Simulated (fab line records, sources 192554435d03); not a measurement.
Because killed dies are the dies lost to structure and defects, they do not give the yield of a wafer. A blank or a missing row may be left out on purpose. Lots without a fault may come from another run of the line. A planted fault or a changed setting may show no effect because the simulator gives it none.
Lot-split experiment + flow n5Finfet + route with 1938 steps; 7 lots, 21 wafers read

THE SPLIT ITSELF
At N5_BEOL_M1_COAT_05 (resist thk 30 nm), the setting spinRpm was moved away from the recipe's 1500 rpm on 9 of the 21 wafers read, by +5.2% to +10.8%. All remaining wafers had this setting at the recipe value.

FROM THE SPLIT TO THE READING: what the file shows between them, 4 steps
- N5_BEOL_M1_EBR_07
- N5_BEOL_M1_SOFTBAKE_06: time 60 s
- N5_BEOL_M1_EXPOSE_08: exposes mask M1
- N5_BEOL_M1_PEB_09: peb time 60 s

THE READING
CAR-EUV_of_BEOL_M1_COAT_05.thkNm (the simulator's own value, which no gauge read), in nm, at N5_BEOL_M1_DEVELOP_10 (develop time 30 s). There is no usual value for it anywhere in the file. The 12 wafers here that ran the recipe average 29.6 nm, standard deviation 0.099 nm.

| wafer  | tool, chamber at the split | spinRpm as run, rpm | against the recipe | CAR-EUV_of_BEOL_M1_COAT_05.thkNm, nm | against lot-mates on the recipe |
|--------|----------------------------|---------------------|--------------------|--------------------------------------|---------------------------------|
| L074.1 | lithoTrack-01, 0           | 1578                | +5.2%              | 28.8                                 | -0.8                            |
| L074.3 | lithoTrack-01, 0           | 1578                | +5.2%              | 28.8                                 | -0.8                            |
| L074.5 | lithoTrack-01, 0           | 1500                | recipe             | 29.6                                 | -                               |
| L078.2 | lithoTrack-02, 0           | 1500                | recipe             | 29.6                                 | -                               |
| L078.3 | lithoTrack-02, 0           | 1500                | recipe             | 29.6                                 | -                               |
| L078.6 | lithoTrack-02, 0           | 1500                | recipe             | 29.4                                 | -                               |
| L086.2 | lithoTrack-03, 0           | 1594                | +6.3%              | 28.6                                 | -0.8                            |
| L086.6 | lithoTrack-03, 0           | 1594                | +6.3%              | 28.6                                 | -0.8                            |
| L086.4 | lithoTrack-03, 0           | 1500                | recipe             | 29.4                                 | -                               |
| L088.3 | lithoTrack-01, 0           | 1662                | +10.8%             | 28                                   | -1.6                            |
| L088.5 | lithoTrack-01, 0           | 1500                | recipe             | 29.6                                 | -                               |
| L088.6 | lithoTrack-01, 0           | 1500                | recipe             | 29.6                                 | -                               |
| L090.2 | lithoTrack-02, 0           | 1500                | recipe             | 29.8                                 | -                               |
| L090.4 | lithoTrack-02, 0           | 1500                | recipe             | 29.6                                 | -                               |
| L090.6 | lithoTrack-02, 0           | 1500                | recipe             | 29.6                                 | -                               |
| L091.2 | lithoTrack-01, 0           | 1647                | +9.8%              | 28                                   | -1.6                            |
| L091.4 | lithoTrack-01, 0           | 1500                | recipe             | 29.6                                 | -                               |
| L091.6 | lithoTrack-01, 0           | 1647                | +9.8%              | 28.2                                 | -1.4                            |
| L095.1 | lithoTrack-02, 0           | 1500                | recipe             | 29.6                                 | -                               |
| L095.3 | lithoTrack-02, 0           | 1582                | +5.5%              | 28.8                                 | -0.8                            |
| L095.5 | lithoTrack-02, 0           | 1582                | +5.5%              | 28.8                                 | -0.8                            |

THE FIT
A straight line over all 21 wafers: CAR-EUV_of_BEOL_M1_COAT_05.thkNm changes by -0.15 nm for each +1% of spinRpm; r = -0.99; the points scatter about the line by 0.087 nm.
The same after taking each lot's own level away (the mean of its wafers on the recipe; 21 wafers): -0.148 nm for each +1%; r = -0.99; scatter 0.077 nm.
Per that fit: largest spinRpm move, reading shift of 1.6 nm.
From 29.40 to 29.67 nm: that is the span of the lots' own levels, equal to 2.7 times the standard deviation above.
Hence the lot-to-lot level has little effect on the slope; both slopes agree.
Check: with one of the wafers moved furthest among these (+10.8%) left out of the fit, the line predicts -1.59 nm for it against its lot-mates. Against them it came out at -1.6 nm.

THE OTHER SPLITS THESE WAFERS WENT THROUGH
Note: prior to the reading, these wafers also went through further splits. Each is held against what the fit with the lots' levels taken away leaves over:
| other split on the same wafers         | wafers away from the commonest value | r with CAR-EUV_of_BEOL_M1_COAT_05.thkNm (lot level and that fit taken away) |
|----------------------------------------|--------------------------------------|-----------------------------------------------------------------------------|
| N5_SD_EPI_P_EPI_21 epiGrowthTimeS      | 6                                    | +0.12                                                                       |
| N5_GATE_CUT_ETCH_56 icpW               | 8                                    | -0.20                                                                       |
| N5_GATE_CUT_ALD_22 aldCycles           | 5                                    | -0.14                                                                       |
| N5_MOL_CONTACT_COAG_CVD_140 targetThkA | 8                                    | +0.11                                                                       |

THE WHOLE CHAIN: every reading that the file lists as answering this split, in the file's order
| step                  | what it does      | reading                                                                           | change (the file's fit)               | r (the file's) |
|-----------------------|-------------------|-----------------------------------------------------------------------------------|---------------------------------------|----------------|
| N5_BEOL_M1_COAT_05    | resist thk 30 nm  | CAR-EUV_of_BEOL_M1_COAT_05.thkNm (the simulator's own value, which no gauge read) | -0.137 nm for each +1% of the setting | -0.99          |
| N5_BEOL_M1_DEVELOP_10 | develop time 30 s | CAR-EUV_of_BEOL_M1_COAT_05.thkNm (the simulator's own value, which no gauge read) | -0.147 nm for each +1% of the setting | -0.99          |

FILE'S OWN FIT
CAR-EUV_of_BEOL_M1_COAT_05.thkNm changes by -0.147 nm for each +1% of spinRpm, r = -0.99.
